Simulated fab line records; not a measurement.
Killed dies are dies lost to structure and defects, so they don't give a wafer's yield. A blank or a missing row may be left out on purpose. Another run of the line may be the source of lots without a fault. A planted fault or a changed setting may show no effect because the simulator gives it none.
3 desks, one fault	flow n5 finfet	each desk has only its own numbers; what lay behind them comes last
Where a reading is given only as a bound, like >300, the bound stands for it, and a mean or a difference that rests on one is marked > or <: the true number lies beyond.

## THE DEFECT DESK
Per lot, the means of the sampled wafers with a number show what the inspections along the route counted. A lot is out of limits, marked OUT, if its mean lies more than 4 standard deviations from the usual mean; the brackets give that distance.
Columns: A = raw defect count at N5_BEOL_M0_SAQP_INSPECT_16, usual 499; B = raw defect count at N5_BEOL_M0_SAQP_INSPECT_42, usual 270; C = raw defect count at N5_BEOL_M0_CUTY_INSPECT_59, usual 1.9
lot	first seen here	A	B	C
L611	day 5 12:30	413	284	1.0
L612	day 6 00:47	537	239	2.3
L615	day 6 11:32	505	222	0.7
L617	day 7 04:25	610	191	2.5
L618	day 7 10:34	687	238	2.3
L625	day 9 00:04	561	480	>101 (>+83) OUT
L632	day 11 00:56	433	181	2.3
L633	day 11 03:54	548	430	0.7
L634	day 11 07:55	468	315	4.3
Finding of this desk: L625 out of limits; the first was L625 at day 9 05:31, on raw defect count at N5_BEOL_M0_CUTY_INSPECT_59. In limits: L611, L612, L615, L617, L618, L632, L633, L634.

## METROLOGY DESK
Means of the sampled wafers that have a number, per lot and without regard to the tool the lot ran on: this is what the gauges read. A lot is out of limits, marked OUT, if its mean lies more than 4 standard deviations from the usual mean; the brackets give that distance. 7 of its 11 readings are shown, namely those furthest out on some lot.
Columns: A = DIBL_N at N5_BEOL_M4_RC_MEAS_101, usual 36.7 mV/V; B = DIBL_P at N5_BEOL_M4_RC_MEAS_101, usual 36.9 mV/V; C = IOFF_P at N5_BEOL_M4_RC_MEAS_101, usual 0.22 nA/um; D = ION_P at N5_BEOL_M4_RC_MEAS_101, usual 465 uA/um; E = SS_P at N5_BEOL_M4_RC_MEAS_101, usual 73.5 mV/dec; F = VT_N at N5_BEOL_M4_RC_MEAS_101, usual 250 mV; G = VT_P at N5_BEOL_M4_RC_MEAS_101, usual -250 mV
lot	first seen here	A	B	C	D	E	F	G
L611	day 5 04:57	38.0	40.0	0.25	466	74.0	249	-250
L612	day 5 16:22	34.6	35.2	0.21	468	72.9	250	-250
L615	day 6 05:58	36.1	36.2	0.19	467	72.9	249	-253
L617	day 6 21:25	40.2	41.8	0.38	482	74.8	244	-240
L618	day 7 04:14	38.4	39.0	0.23	458	74.0	249	-250
L625	day 8 18:37	36.2	36.3	0.19	452	73.8	255	-255
L632	day 10 18:55	38.4	38.7	0.23	468	73.6	250	-252
L633	day 10 22:34	33.3	33.8	0.17	455	72.6	252	-252
L634	day 11 01:36	37.3	38.0	0.21	463	73.4	253	-252
This desk's finding: nothing out of limits on any of the 9 lots.

## AT THE TOOL OWNER'S DESK: pvd sputter-02
The tool's own readings at N5_BEOL_M0_SAQP_HM_DEP_02 (deposits TiN, target thk 12 nm): means of the sampled wafers that have a number, for each lot that ran on this tool. A lot is out of limits, marked OUT, if its mean lies more than 4 standard deviations from the usual mean; the brackets give that distance.
Columns: A = throttle valve pct at N5_BEOL_M0_SAQP_HM_DEP_02, usual 30.1 %
lot	first seen here	A
L611	day 5 11:31	29.8
L625	day 8 23:10	29.7
This desk's finding: nothing out of limits on any of the 2 lots.

## TAKEN TOGETHER
The defect desk could have raised an alarm at day 9 05:31, on L625.
At the metrology desk, nothing out of limits was observed.
The tool owner's desk saw nothing out of limits.
The metrology desk has L625 on record, within its limits.
The tool owner's desk has L625 on record, within its limits.
Of the lots named, all ran N5_BEOL_M0_SAQP_HM_DEP_02 on pvd sputter-02.

## WHAT HAD BEEN PUT IN BY THE SIMULATOR
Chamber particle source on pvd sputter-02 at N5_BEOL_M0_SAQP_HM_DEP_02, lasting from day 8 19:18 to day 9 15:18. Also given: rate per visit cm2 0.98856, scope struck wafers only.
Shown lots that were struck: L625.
Hours from the fault's start to each desk's first reading out of limits: the defect desk, 10.
